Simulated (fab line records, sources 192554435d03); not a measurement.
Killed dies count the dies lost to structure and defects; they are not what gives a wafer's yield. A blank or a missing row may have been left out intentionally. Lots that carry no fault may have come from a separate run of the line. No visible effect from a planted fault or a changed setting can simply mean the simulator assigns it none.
Matching of chambers + flow n5Finfet + N5_BEOL_M10_STRIP_67 on rieDiel-05: 4 sister chambers
The step strips in CF4. 22 wafers are shown with their chamber, then 11 later ones without.

WAFERS, EACH WITH ITS CHAMBER
| wafer  | chamber | drypumpMotorCurrentA (A) | showerheadPlenumPTorr (Torr) | throttleValvePct (%) |
|--------|---------|--------------------------|------------------------------|----------------------|
| L074.1 | 2       | 5.8                      | 1.90                         | 13.39                |
| L074.2 | 0       | 5.5                      | 1.85                         | 13.49                |
| L074.3 | 1       | 5.4                      | 1.66                         | 13.78                |
| L074.4 | 0       | 5.5                      | 1.85                         | 13.50                |
| L074.5 | 2       | 5.8                      | 1.90                         | 13.40                |
| L074.6 | 1       | 5.4                      | 1.66                         | 13.74                |
| L081.1 | 2       | 5.8                      | 1.89                         | 13.46                |
| L081.2 | 0       | 5.5                      | 1.85                         | 13.54                |
| L081.3 | 1       | 5.4                      | 1.66                         | 13.82                |
| L081.4 | 3       | 6.3                      | 1.83                         | 13.35                |
| L081.5 | 0       | 5.5                      | 1.85                         | 13.55                |
| L081.6 | 3       | 6.3                      | 1.83                         | 13.36                |
| L083.1 | 2       | 5.8                      | 1.89                         | 13.47                |
| L083.2 | 3       | 6.3                      | 1.83                         | 13.38                |
| L083.3 | 0       | 5.6                      | 1.84                         | 13.57                |
| L083.4 | 1       | 5.4                      | 1.66                         | 13.84                |
| L083.5 | 3       | 6.3                      | 1.83                         | 13.37                |
| L083.6 | 0       | 5.5                      | 1.84                         | 13.55                |
| L088.1 | 0       | 5.5                      | 1.84                         | 13.54                |
| L088.2 | 2       | 5.8                      | 1.89                         | 13.46                |
| L088.5 | 0       | 5.5                      | 1.84                         | 13.56                |
| L089.1 | 0       | 5.5                      | 1.84                         | 13.57                |

SIGNATURES (averages over the wafers above)
| reading               | chamber 0 | chamber 1 | chamber 2 | chamber 3 | scatter within a chamber |
|-----------------------|-----------|-----------|-----------|-----------|--------------------------|
| drypumpMotorCurrentA  | 5.511     | 5.400     | 5.800     | 6.300     | 0.0222                   |
| showerheadPlenumPTorr | 1.8444    | 1.6600    | 1.8940    | 1.8300    | 0.00436                  |
| throttleValvePct      | 13.5411   | 13.7950   | 13.4360   | 13.3650   | 0.0322                   |
Rule: for each reading, subtract the chamber's mean from the wafer's reading, divide by that reading's scatter and square the result; add these up over the readings and take the root, which gives the wafer's distance from the chamber. If the next closest chamber is less than 2 further off than the closest, the wafer can't be placed; otherwise it belongs to the closest. The scatter is the square root of a quotient: the sum, over the shown wafers, of each reading's squared deviation from its chamber's mean, divided by wafers minus chambers.

WAFERS WITHOUT THEIR CHAMBER
| wafer  | drypumpMotorCurrentA (A) | showerheadPlenumPTorr (Torr) | throttleValvePct (%) |
|--------|--------------------------|------------------------------|----------------------|
| L089.2 | 6.3                      | 1.83                         | 13.38                |
| L089.5 | 5.8                      | 1.89                         | 13.47                |
| L091.3 | 5.4                      | 1.65                         | 13.88                |
| L091.4 | 5.8                      | 1.89                         | 13.48                |
| L091.5 | 5.5                      | 1.84                         | 13.57                |
| L093.3 | 5.5                      | 1.84                         | 13.59                |
| L093.5 | 5.4                      | 1.65                         | 13.87                |
| L093.6 | 5.5                      | 1.84                         | 13.59                |
| L097.2 | 5.8                      | 1.88                         | 13.51                |
| L097.4 | 6.3                      | 1.82                         | 13.41                |
| L097.6 | 5.4                      | 1.65                         | 13.90                |

CHAMBER TAKEN BY EACH
| wafer  | from the rows above | in truth |
|--------|---------------------|----------|
| L089.2 | 3                   | 3        |
| L089.5 | 2                   | 2        |
| L091.3 | 1                   | 1        |
| L091.4 | 2                   | 2        |
| L091.5 | 0                   | 0        |
| L093.3 | 0                   | 0        |
| L093.5 | 1                   | 1        |
| L093.6 | 0                   | 0        |
| L097.2 | 2                   | 2        |
| L097.4 | 3                   | 3        |
| L097.6 | 1                   | 1        |
Correct placement for 11 of the 11. Number that these rows cannot place: 0. Wrongly placed: 0.
